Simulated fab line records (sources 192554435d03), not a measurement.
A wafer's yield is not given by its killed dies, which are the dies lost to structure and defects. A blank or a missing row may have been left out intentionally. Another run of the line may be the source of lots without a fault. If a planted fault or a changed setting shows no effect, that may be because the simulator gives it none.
Chamber matching ; flow n5 finfet ; N5_BEOL_M7_ETCH_65 on rie diel-04: 4 sister chambers
The step etches SiARC in CF4, target depth 15.6 nm, time 26 s. 24 wafers are shown with their chamber, then 12 later ones without.

== WAFERS PAIRED WITH THEIR CHAMBERS ==
wafer;chamber;throttle valve pct (%);showerhead plenum p Torr (Torr);oes product au (a.u.)
L076.1;0;15.80;2.05;0.61
L076.4;0;15.81;2.05;0.61
L076.6;1;15.56;2.18;0.73
L075.1;2;15.87;2.13;0.63
L075.3;1;15.56;2.18;0.73
L075.5;0;15.79;2.05;0.61
L080.2;3;14.97;2.11;0.86
L080.3;1;15.60;2.18;0.72
L080.4;0;15.80;2.05;0.60
L083.1;1;15.63;2.18;0.72
L083.2;3;14.98;2.11;0.83
L083.3;0;15.82;2.04;0.60
L085.1;1;15.60;2.18;0.72
L085.4;3;14.99;2.10;0.82
L085.5;1;15.61;2.18;0.71
L091.3;2;15.91;2.13;0.61
L091.4;3;15.02;2.10;0.81
L091.6;3;15.01;2.10;0.82
L090.2;2;15.89;2.13;0.60
L090.3;1;15.63;2.17;0.70
L090.4;3;15.00;2.10;0.81
L093.4;0;15.87;2.04;0.59
L093.5;0;15.83;2.04;0.59
L093.6;1;15.61;2.17;0.70

SIGNATURES (means of the wafers above)
reading;chamber 0;chamber 1;chamber 2;chamber 3;scatter within a chamber
throttle valve pct;15.8171;15.6000;15.8900;14.9950;0.0246
showerhead plenum p Torr;2.0457;2.1775;2.1300;2.1033;0.00477
oes product au;0.6014;0.7162;0.6133;0.8250;0.0136
Rule: a wafer lies at a distance from a chamber equal to the root of the sum of squares, over the readings, of (its reading less the chamber's mean, divided by the reading's scatter). The wafer belongs to the nearest chamber; if the next one is less than 2 further off, it can't be placed. The scatter is the square root of a quotient: the sum, over the shown wafers, of each reading's squared deviation from its chamber's mean, divided by wafers minus chambers.

== WAFERS WITHOUT THEIR CHAMBER ==
wafer;throttle valve pct (%);showerhead plenum p Torr (Torr);oes product au (a.u.)
L092.1;15.63;2.17;0.70
L092.2;15.84;2.04;0.60
L092.5;15.02;2.10;0.81
L094.2;15.86;2.04;0.59
L094.3;15.64;2.17;0.69
L094.4;15.00;2.10;0.80
L095.1;15.02;2.10;0.80
L095.4;15.93;2.12;0.60
L095.5;15.63;2.17;0.69
L096.1;15.64;2.17;0.69
L096.2;15.02;2.10;0.78
L096.6;15.86;2.04;0.59

== WHICH CHAMBER EACH WENT THROUGH ==
wafer;from the rows above;in truth
L092.1;1;1
L092.2;0;0
L092.5;3;3
L094.2;0;0
L094.3;1;1
L094.4;3;3
L095.1;3;3
L095.4;2;2
L095.5;1;1
L096.1;1;1
L096.2;3;3
L096.6;0;0
Placed correctly: 12 of 12. Number that these rows cannot place: 0. Wrongly placed: 0.
